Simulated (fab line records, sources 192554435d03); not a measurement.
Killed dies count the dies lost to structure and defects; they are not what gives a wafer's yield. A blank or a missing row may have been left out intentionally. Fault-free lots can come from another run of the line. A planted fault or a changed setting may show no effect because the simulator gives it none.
fab line records | flow n5Finfet
record: lots: 10 wafers: 25 lastDay: 19
route steps=1938 shown SD_EPI_P@322 ILD0@344 SDB@360 BEOL_M4@1111 PASSIVATION@1936
lots that met no fault: taken from a fault-free run of the same line
startH: hours from the record's first day to the start of the lot's first wafer shown | waitH: hours elapsed since this lot's preceding step | " identical to the entry in the row above | L1.1+2: a single row standing in for several wafers | - no value, or no start given | * or withheld: withheld | < > ~ a bound
route shown NAME@n: NAME is a module with steps in the file, n the number in the route of the first one | usual: mean and standard deviation over wafers with no fault | same: alike in all rows | chamber/n: place in a boat | sites: the reading at each site | _std_site: standard deviation of those values | _edge_site: inner sites' mean taken away from outer sites' mean | radiusMm: how far each site lies from the wafer's centre | mask NAME#n: copy n | behind: the most recent tool/chamber to have shaped the wafer | hold: reason for holding the lot/hours on hold/outcome of the hold | device: which transistor (n, p or np) failed to switch | end of line: at the end of the route, the tests of the same wafers | a step without rows: its recipe alone | killed: dies that structure and defects cost at the first sort, which is not the same as the wafer's yield | map: a wafer's dies, marking killed ones x, the rest . and places with no die _
set.NAME: the setting the step ran with; set.NAME@STEP: the setting that earlier step ran with | model.NAME: the simulator's own value behind a step, which no gauge read
a sample of lots followed through the steps of the route, with each step as a table and each wafer as a row
services: the hour from which a tool's chamber was out of use, counted from the record's first day as startH (under 0 if before that day), plus the number of hours and why
== steps ==
step: N5_SD_EPI_P_EPI_MEAS_23
recipe: mode: xrd
usual: thkNm: 61.1/1.4
columns lot.wafer tool chamber startH waitH thkNm
L266.2 filmMetro-01 - 56.03 1.5 60.1
L266.3 " - " " 59.0
L266.5 " - " " 60.7
L270.3 filmMetro-02 - 87.98 1.1 59.8
L270.6 " - " " 61.6
L271.1 filmMetro-02 - 93.79 2.4 62.9
L271.2 " - " " 61.4
L273.1 filmMetro-02 - 104.37 2.4 59.9
L273.2 " - " " 62.6
L273.4 " - " " 61.7
L278.2 filmMetro-02 - 131.74 1.5 60.9
L278.4 " - " " 60.8
L280.1 filmMetro-02 - 142.96 1.8 61.9
L280.4 " - " " 60.9
L285.1 filmMetro-02 - 174.25 1.8 60.2
L285.3 " - " " 62.3
L285.5 " - " " 61.0
L286.1 filmMetro-01 - 179.20 2.4 63.2
L286.2 " - " " 65.2
L286.5 " - " " 61.4
L287.1 filmMetro-01 - 184.73 2.4 60.8
L287.5 " - " " 61.7
L287.6 " - " " 61.1
L289.1 filmMetro-02 - 198.35 1.8 61.6
L289.4 " - " " 61.1
step: N5_ILD0_CMP_12
recipe: stopOn: poly-Si material: SiNx tOverpolishS: 6 postCmpClean: alkalineBrush downForcePsi: 2.5 platenRpm: 51.8 padVelocityMS: 1.0307 targetThkNm: 17.67
usual: motorCurrentA: 9.3/0.84 overpolishRunS: 5.999/0.0088 timeToEndpointS: 29.9/2.9
columns lot.wafer tool chamber startH waitH motorCurrentA overpolishRunS timeToEndpointS
L266.3 cmp-03 1 62.90 1.1 9.7 6.008 28.5
L266.2 " 3 " " 8.8 6.013 31.5
L266.5 " 2 " " 8.1 5.991 28.2
L270.3 cmp-03 1 95.46 1.2 9.9 5.989 32.1
L270.6 " 3 " " 8.7 5.998 34.4
L271.1 cmp-03 3 101.30 1.1 8.4 5.994 35.0
L271.2 " 0 " " 9.7 5.997 31.9
L273.4 cmp-04 0 111.26 1.1 8.7 5.995 27.2
L273.1 " 1 " " 9.6 6.005 31.0
L273.2 " 2 " " 9.5 6.001 27.5
L278.2 cmp-01 1 138.94 1.2 10.5 5.991 29.9
L278.4 " 2 " " 9.4 5.991 27.6
L280.1 cmp-01 3 150.55 1.1 10.0 6.001 27.5
L280.4 " 0 " " 8.5 6.005 32.4
L285.1 cmp-01 0 181.40 1.1 8.6 5.992 33.1
L285.3 " 1 " " 11.7 5.987 33.8
L285.5 " 0 " " 8.7 6.002 31.2
L286.1 cmp-01 2 186.65 1.2 9.8 5.992 28.3
L286.2 " 0 " " 8.7 6.007 33.8
L286.5 " 1 " " 11.5 5.995 31.0
L287.1 cmp-03 1 192.65 1.1 9.6 6.016 29.2
L287.6 " 1 " " 9.8 6.003 31.3
L287.5 " 2 " " 7.9 5.989 32.8
L289.4 cmp-01 2 205.30 1.1 9.6 6.004 23.7
L289.1 " 1 " " 10.6 5.989 26.5
step: N5_SDB_ETCH_17
recipe: chemistry: CF4 target: SiARC targetDepthA: 234 maskMaterial: CAR-ArF timeS: 39 ionEnergyEv: 80 pressureMtorr: 40 sourceW: 545 biasW: 36 Ar_flow_sccm: 100 cf4FlowSccm: 100 ends: cleared
usual: biasW: 35.99/0.1 cf4FlowSccm: 100.0/0.32 drypumpMotorCurrentA: 5.6/0.41 etchRfOnTimeS: 39.2/1.9 oesProductAu: 0.66/0.08 rfVppV: 184.2/1.1 showerheadPlenumPTorr: 2.15/0.063 throttleValvePct: 15.62/0.22
columns lot.wafer tool chamber startH waitH biasW cf4FlowSccm drypumpMotorCurrentA etchRfOnTimeS oesProductAu rfHoursCounterH rfVppV showerheadPlenumPTorr throttleValvePct
L266.2 rieDiel-02 3 63.93 0.0 36.10 100.0 5.7 38.9 0.61 225 185.5 2.11 15.70
L266.3 " 2 " " 36.01 99.7 5.2 38.3 0.70 80 184.8 2.23 15.26
L266.5 " 2 " " 35.86 99.6 5.2 38.1 0.70 - 185.4 2.24 15.26
L270.3 rieDiel-03 1 96.31 0.0 36.13 99.6 5.9 44.2 0.57 191 184.1 2.12 15.45
L270.6 " 0 " " 35.93 99.9 5.0 37.8 0.80 - 186.1 2.18 15.43
L271.1 rieDiel-03 0 102.25 0.0 35.81 99.9 5.0 37.4 0.78 14 184.8 2.18 15.46
L271.2 " 1 " " 35.79 100.7 5.8 43.8 0.57 194 185.1 2.12 15.43
L273.1 rieDiel-03 3 112.56 0.0 35.93 100.2 4.9 39.8 0.58 244 182.8 2.03 15.84
L273.2 " 1 " " 35.96 100.0 5.8 43.5 0.58 197 184.2 2.12 15.44
L273.4 " 2 " " 36.02 99.9 5.2 36.8 0.65 160 183.0 2.06 15.87
L278.2 rieDiel-04 0 139.85 0.0 35.80 100.0 5.8 39.1 0.60 199 184.2 2.21 15.57
L278.4 " 1 " " 35.92 100.2 5.7 38.0 0.65 - 184.0 2.13 15.71
L280.1 rieDiel-03 0 151.48 0.0 36.08 100.3 5.0 37.7 0.75 33 185.5 2.17 15.49
L280.4 " 0 " " 36.15 100.0 5.0 37.4 0.75 - 184.4 2.17 15.49
L285.1 rieDiel-04 3 182.36 0.0 35.86 100.1 6.0 40.2 0.77 20 186.3 2.17 15.46
L285.3 " 2 " " 35.98 100.1 6.2 39.3 0.81 5 186.6 2.27 15.31
L285.5 " 1 " " 36.09 99.6 5.7 37.8 0.65 - 184.4 2.13 15.74
L286.1 rieDiel-03 3 187.42 0.0 35.87 100.7 4.8 38.8 0.80 11 186.2 2.27 15.35
L286.2 " 2 " " 36.04 100.0 5.2 37.8 0.62 186 183.6 2.05 15.92
L286.5 " 2 " " 36.11 100.1 5.2 37.9 0.62 - 181.4 2.05 15.91
L287.1 rieDiel-04 1 193.48 0.0 36.11 99.8 5.7 37.7 0.64 184 183.7 2.13 15.73
L287.5 " 0 " " 35.86 100.5 5.8 38.5 0.60 - 185.4 2.20 15.60
L287.6 " 1 " " 35.97 99.7 5.7 37.5 0.64 - 185.2 2.13 15.75
L289.1 rieDiel-04 3 206.14 0.0 35.98 100.3 6.0 40.1 0.75 27 183.3 2.17 15.49
L289.4 " 1 " " 35.90 99.8 5.7 37.4 0.65 188 184.7 2.12 15.75
step: N5_SDB_ETCH_18
recipe: chemistry: N2/H2 target: SOC targetDepthA: 1000 overetchA: 200 maskMaterial: SiARC tempC: 40 timeS: 150 ionEnergyEv: 200 pressureMtorr: 30 sourceW: 840 biasW: 150 n2FlowSccm: 200 h2FlowSccm: 200
usual: biasW: 150.1/0.47 chamberPressureMTorr: 30.000/0.027 drypumpMotorCurrentA: 5.6/0.42 oesProductAu: 0.70/0.076 rfVppV: 524.1/2.4 showerheadPlenumPTorr: 2.55/0.087 throttleValvePct: 17.78/0.24 timeS: 150/0
columns lot.wafer tool chamber startH waitH biasW chamberPressureMTorr drypumpMotorCurrentA oesProductAu rfHoursCounterH rfVppV showerheadPlenumPTorr throttleValvePct timeS
L266.2 rieDiel-02 3 63.96 0.0 149.9 29.997 5.7 0.63 225 522.9 2.48 17.60 150
L266.3 " 2 " " 149.7 29.962 5.2 0.73 80 527.8 2.66 17.48 150
L266.5 " 2 " " 150.3 30.050 5.2 0.72 - 526.3 2.66 17.50 150
L270.3 rieDiel-03 1 96.35 0.0 150.0 30.046 5.8 0.65 191 523.8 2.52 17.62 150
L270.6 " 0 " " 150.1 29.963 5.0 0.82 - 525.8 2.58 17.47 150
L271.1 rieDiel-03 0 102.29 0.0 150.1 29.974 5.0 0.81 15 526.3 2.57 17.47 150
L271.2 " 1 " " 150.6 29.997 5.8 0.65 194 522.7 2.52 17.64 150
L273.1 rieDiel-03 3 112.59 0.0 150.9 29.985 4.9 0.62 244 521.4 2.40 18.00 150
L273.2 " 1 " " 151.1 30.020 5.8 0.64 197 523.9 2.52 17.67 150
L273.4 " 2 " " 149.4 29.983 5.2 0.66 160 520.8 2.42 17.86 150
L278.2 rieDiel-04 0 139.89 0.0 150.5 29.971 5.8 0.63 199 525.6 2.65 17.93 150
L278.4 " 1 " " 149.6 29.984 5.7 0.67 - 523.9 2.55 18.00 150
L280.1 rieDiel-03 0 151.52 0.0 149.7 29.980 5.0 0.77 33 524.2 2.57 17.48 150
L280.4 " 0 " " 150.3 30.039 5.0 0.77 - 525.0 2.57 17.49 150
L285.1 rieDiel-04 3 182.39 0.0 - - - - - - - - -
L285.3 " 2 " " - - - - - - - - -
L285.5 " 1 " " - - - - - - - - -
L286.1 rieDiel-03 3 187.45 0.0 - - - - - - - - -
L286.2 " 2 " " - - - - - - - - -
L286.5 " 2 " " - - - - - - - - -
L287.1 rieDiel-04 1 193.51 0.0 - - - - - - - - -
L287.5 " 0 " " - - - - - - - - -
L287.6 " 1 " " - - - - - - - - -
L289.1 rieDiel-04 3 206.17 0.0 150.7 30.022 6.0 0.80 27 525.2 2.61 17.83 150
L289.4 " 1 " " 149.5 30.008 5.7 0.66 188 523.1 2.54 18.01 150
step: N5_SDB_HM_OPEN_20
recipe: chemistry: CH3F/O2 target: SiNx maskMaterial: SOC targetDepthA: 240 stopOn: poly-Si overEtchFrac: 0.4 ionEnergyEv: 120 pressureMtorr: 30 sourceW: 395 biasW: 73 Ar_flow_sccm: 150 CH3F_flow_sccm: 30 O2_flow_sccm: 20
usual: drypumpMotorCurrentA: 5.6/0.41 oes_ar_750_au: 0.78/0.088 oesProductAu: 0.64/0.068 rfVppV: 297/6.2 showerheadPlenumPTorr: 2.01/0.063 throttleValvePct: 16.35/0.22
same: overEtchFrac: 0.4
columns lot.wafer tool chamber startH waitH drypumpMotorCurrentA oes_ar_750_au oesProductAu rfHoursCounterH rfVppV showerheadPlenumPTorr throttleValvePct
L266.2 rieDiel-02 3 64.12 0.0 5.7 0.71 0.56 225 293 1.98 16.42
L266.3 " 2 " " 5.2 0.80 0.66 80 294 2.10 16.03
L266.5 " 2 " " 5.2 0.80 0.67 - 293 2.10 16.06
L270.3 rieDiel-03 1 96.51 0.0 5.8 0.69 0.59 191 292 1.98 16.14
L270.6 " 0 " " 5.0 0.93 0.72 - 302 2.03 16.14
L271.1 rieDiel-03 0 102.45 0.0 5.0 0.92 0.71 15 303 2.03 16.15
L271.2 " 1 " " 5.8 0.69 0.59 194 295 1.98 16.15
L273.1 rieDiel-03 3 112.75 0.0 4.9 0.68 0.56 244 308 1.89 16.56
L273.2 " 1 " " 5.8 0.69 0.58 198 294 1.98 16.16
L273.4 " 2 " " 5.2 0.74 0.59 160 300 1.92 16.58
L278.2 rieDiel-04 0 140.05 0.0 5.8 0.72 0.57 199 288 2.06 16.24
L278.4 " 1 " " 5.7 0.76 0.63 - 296 2.01 16.55
L280.1 rieDiel-03 0 151.67 0.0 5.0 0.88 0.70 33 303 2.02 16.18
L280.4 " 0 " " 5.0 0.89 0.71 - 301 2.02 16.20
L285.1 rieDiel-04 3 182.55 0.0 6.0 0.89 0.34 20 310 2.03 16.19
L285.3 " 2 " " 6.2 0.94 0.36 5 296 2.14 16.09
L285.5 " 1 " " 5.7 0.76 0.28 - 298 2.00 16.53
L286.1 rieDiel-03 3 187.61 0.0 4.9 0.90 0.35 11 314 2.13 16.07
L286.2 " 2 " " 5.3 0.72 0.27 186 299 1.91 16.61
L286.5 " 2 " " 5.3 0.73 0.27 - 299 1.91 16.60
L287.1 rieDiel-04 1 193.67 0.0 5.7 0.75 0.28 184 296 2.00 16.54
L287.5 " 0 " " 5.8 0.71 0.27 - 288 2.05 16.25
L287.6 " 1 " " 5.7 0.76 0.28 - 296 2.00 16.54
L289.1 rieDiel-04 3 206.33 0.0 6.0 0.88 0.72 28 310 2.02 16.23
L289.4 " 1 " " 5.7 0.76 0.61 188 296 2.00 16.59
step: N5_BEOL_M4_RC_MEAS_101
usual: DIBL_N: 36.4/2.2 DIBL_P: 36.3/2.5 IOFF_N: 0.17/0.052 IOFF_P: 0.23/0.049 ION_N: 674/17 ION_P: 464/11 SS_N: 71.7/0.98 SS_P: 73.3/0.84 VT_N: 250/4 VT_P: -249/3.8
columns lot.wafer tool chamber startH waitH DIBL_N[mV/V] DIBL_P[mV/V] IOFF_N[nA/um] IOFF_P[nA/um] ION_N[uA/um] ION_P[uA/um] SS_N[mV/dec] SS_P[mV/dec] VT_N[mV] VT_P[mV]
L266.2 prober-02 0 175.89 0.2 36.9 38.2 0.18 0.25 708 483 71.2 73.4 246 -246
L266.3 " 0 " " 40.0 41.8 0.23 0.32 704 487 72.4 75.1 245 -243
L266.5 " 0 " " 38.3 40.1 0.19 0.30 682 472 72.0 75.2 246 -245
L270.3 prober-01 0 233.47 0.3 35.7 36.6 0.16 0.28 683 483 71.7 73.1 250 -239
L270.6 " 0 " " 39.7 41.8 0.26 0.42 714 495 71.7 74.6 241 -238
L273.1 prober-02 0 247.49 0.0 35.6 35.1 0.13 0.18 666 454 71.5 73.4 254 -254
L273.2 " 0 " " 37.0 36.9 0.18 0.21 692 466 71.9 73.4 247 -249
L273.4 " 0 " " 36.9 38.0 0.17 0.23 677 465 70.9 74.2 249 -249
L271.1 prober-01 0 256.79 0.0 34.1 32.0 0.11 0.18 652 460 71.0 72.5 257 -249
L271.2 " 0 " " 35.5 34.3 0.14 0.22 664 463 70.7 73.3 252 -246
L278.2 prober-02 0 276.30 0.2 38.0 39.1 0.22 0.31 705 486 72.5 74.4 246 -243
L278.4 " 0 " " 34.6 33.3 0.14 0.21 672 465 71.2 72.7 252 -248
L280.1 prober-01 0 277.38 0.0 35.7 34.5 0.13 0.21 649 452 70.9 73.4 254 -249
L280.4 " 0 " " 37.0 36.6 0.17 0.26 680 468 71.5 73.4 246 -246
L289.1 prober-01 0 349.46 0.7 33.5 34.5 0.12 0.19 652 459 71.2 72.9 255 -249
L289.4 " 0 " " 34.1 34.9 0.14 0.20 674 470 70.4 71.8 248 -249
step: N5_PASSIVATION_PROBE_49
usual: defectLimitedYield: 91.2/1.4 killed_at_M0_to_M3: 34/9.3 killed_at_M4_up: 14/5.9 killedAtContacts: 14/5.7 killedAtFrontEnd: 38/10 killedAtOther: 4/3.2 killedDies: 104/17 killedOnRim: 14/4 killedOpen: 67/13 killedShort: 33/6.9 sort_bin_5_function: 5.2/1 sort_bin_6_memory: 3.3/0.61 sort_bin_8_speed: 0.3/1.8 sortNPass: 1069/52 sortYieldPct: 91/4.4
same: grossDies: 1180 killedAtBackSide: 0 sort_bin_4_leakage[%]: 0
columns lot.wafer tool chamber startH waitH defectLimitedYield[%] killed_at_M0_to_M3 killed_at_M4_up killedAtContacts killedAtFrontEnd killedAtOther killedDies killedOnRim killedOpen killedShort sort_bin_5_function[%] sort_bin_6_memory[%] sort_bin_8_speed[%] sortNPass sortYieldPct[%]
L285.1 prober-02 - 417.78 0.0 0 38 7 16 1117 2 1180 152 67 38 96.6 3.2 0 0 0
L285.3 prober-02 - 417.88 0.1 0 29 14 10 1125 2 1180 152 63 38 96.5 3.1 0 0 0
L285.5 prober-02 - 417.98 0.2 0 32 14 31 1099 4 1180 152 89 44 95.3 4.2 0 0 0
L286.1 prober-01 - 428.67 0.0 0 28 6 20 1122 4 1180 152 63 29 96.7 3.1 0 0 0
L286.2 prober-01 - 428.72 0.1 0 44 12 15 1107 2 1180 152 67 33 96.7 3.1 0 0 0
L286.5 prober-01 - 428.87 0.2 0 33 11 10 1123 3 1180 152 57 31 96.9 2.6 0 0 0
L287.1 prober-02 - 438.40 0.0 0 31 15 20 1113 1 1180 152 66 33 96.7 2.9 0 0 0
L287.5 prober-02 - 438.60 0.2 0 27 7 12 1133 1 1180 152 59 19 96.9 2.8 0 0 0
L287.6 prober-02 - 438.65 0.3 0 26 3 7 1142 2 1180 152 46 34 97.3 2.5 0 0 0
killed by level:class
L285.1 SDB:areaEtch=1075 DUMMY_GATE:geometricParticle:open=12 MOL_CONTACT_COAG:geometricParticle:open=12 BEOL_M0_SAQP:geometricParticle:short=9 BEOL_M1:geometricParticle:open=8 FIN_SAQP:geometricParticle:open=7 BEOL_M0_SAQP:geometricParticle:open=5 GATE_CUT:geometricParticle:short=5
L285.3 SDB:areaEtch=1077 FIN_SAQP:geometricParticle:open=15 FIN_SAQP:geometricParticle:short=11 BEOL_M0_SAQP:geometricParticle:open=10 MOL_CONTACT_COAG:geometricParticle:open=8 BEOL_M2:geometricParticle:open=7 GATE_CUT:geometricParticle:short=6 BEOL_M0_SAQP:geometricParticle:short=6
L285.5 SDB:areaEtch=1042 MOL_CONTACT_COAG:geometricParticle:open=25 FIN_SAQP:geometricParticle:open=20 FIN_SAQP:geometricParticle:short=13 BEOL_M0_SAQP:geometricParticle:short=11 ILD0:geometricParticle:open=7 BEOL_M0_SAQP:geometricParticle:open=7 STI_FIN_REVEAL:geometricParticle:open=5
L286.1 SDB:areaEtch=1087 MOL_CONTACT_COAG:geometricParticle:open=15 BEOL_M2:geometricParticle:open=10 FIN_SAQP:geometricParticle:open=7 GATE_CUT:geometricParticle:short=7 BEOL_M3:geometricParticle:open=6 FIN_CUT:geometricParticle:short=5 MOL_CONTACT_COAG:geometricParticle:short=5
L286.2 SDB:areaEtch=1079 BEOL_M2:geometricParticle:open=15 MOL_CONTACT_COAG:geometricParticle:open=11 BEOL_M3:geometricParticle:open=10 BEOL_M1:geometricParticle:open=8 FIN_SAQP:geometricParticle:short=5 BEOL_M0_SAQP:geometricParticle:short=5 STI_FIN_REVEAL:geometricParticle:open=5
L286.5 SDB:areaEtch=1091 FIN_SAQP:geometricParticle:open=8 MOL_CONTACT_COAG:geometricParticle:open=8 BEOL_M0_SAQP:geometricParticle:open=8 BEOL_M3:geometricParticle:open=6 BEOL_M0_SAQP:geometricParticle:short=5 STARTING-WAFER:geometricParticle:short=5 FIN_SAQP:geometricParticle:short=4
L287.1 SDB:areaEtch=1080 MOL_CONTACT_COAG:geometricParticle:open=16 STI_FIN_REVEAL:geometricParticle:open=10 BEOL_M2:geometricParticle:open=10 BEOL_M4:geometricParticle:open=6 BEOL_M0_SAQP:geometricParticle:short=5 BEOL_M1:geometricParticle:open=5 BEOL_M2:geometricParticle:short=5
L287.5 SDB:areaEtch=1102 MOL_CONTACT_COAG:geometricParticle:open=12 STI_FIN_REVEAL:geometricParticle:open=9 BEOL_M3:geometricParticle:open=7 DUMMY_GATE:geometricParticle:open=6 BEOL_M0_SAQP:geometricParticle:short=6 BEOL_M0_SAQP:geometricParticle:open=5 BEOL_M2:geometricParticle:open=4
L287.6 SDB:areaEtch=1098 STI_FIN_REVEAL:geometricParticle:open=12 BEOL_M0_SAQP:geometricParticle:short=9 STI_FIN_REVEAL:geometricParticle:short=7 BEOL_M3:geometricParticle:open=6 GATE_CUT:geometricParticle:short=5 MOL_CONTACT_COAG:geometricParticle:open=5 BEOL_M0_SAQP:geometricParticle:open=5
== services ==
columns tool chamber startH hours kind
rieDiel-03 0 40.31 - clean
rieDiel-03 0 40.31 - consumableReplace:focusRing
rieDiel-04 3 41.59 1.3 repair
cmp-04 - 43.49 6.8 pm
rieDiel-03 3 45.61 4.3 repair
rieDiel-02 1 52.92 1.5 repair
rieDiel-04 0 57.66 4.1 repair
rieDiel-02 0 73.23 5.6 repair
rieDiel-02 0 82.78 5.5 repair
cmp-04 - 84.60 2.3 repair
rieDiel-04 0 98.94 4.2 repair
cmp-03 - 106.47 6.9 pm
rieDiel-04 3 118.34 - clean
rieDiel-04 3 118.34 - consumableReplace:focusRing
cmp-04 - 131.66 4.0 pm
rieDiel-03 3 134.34 - clean
rieDiel-03 3 134.34 - consumableReplace:focusRing
rieDiel-03 3 134.34 - consumableReplace:showerhead
rieDiel-03 3 134.34 23.1 scheduledDown
rieDiel-03 3 134.34 23.1 ventCycle
rieDiel-04 0 148.13 4.3 repair
cmp-03 - 173.83 1.4 repair
cmp-03 - 181.81 7.0 pm
rieDiel-03 0 201.11 2.7 repair
== key ==
firstSign: step: N5_SDB_ETCH_18 reading: toolRecord direction: missing
effect: step: N5_SDB_HM_OPEN_20 reading: oesProductAu direction: down sigmas: 4.9 usual: 0.64 struck: 0.30
effect: step: N5_PASSIVATION_PROBE_49 reading: killedAtFrontEnd direction: up sigmas: 99+ usual: 38 struck: 1120
moreKillsBornAt: N5_SDB_ETCH_18@rieDiel-04: 6474 N5_SDB_ETCH_18@rieDiel-03: 3257
metAt N5_SDB_ETCH_18
struckLots L285,L286,L287
laterRowsLeftOut L285.1,L285.3,L285.5,L286.1,L286.2,L286.5,L287.1,L287.5,L287.6
notActingAt N5_SD_EPI_P_EPI_MEAS_23,N5_ILD0_CMP_12,N5_SDB_ETCH_17
onsetBetween 151.52 182.39
fault: kind: skippedStepWhole tool: rieDiel-03,rieDiel-04 chamber: - onsetH: 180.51 steps: N5_SDB_ETCH_18 scope: struckLotsOnly
laterRowsLeftOut: the simulator's readings of these wafers behind a module that went badly wrong aren't trusted and aren't shown, but for the sort
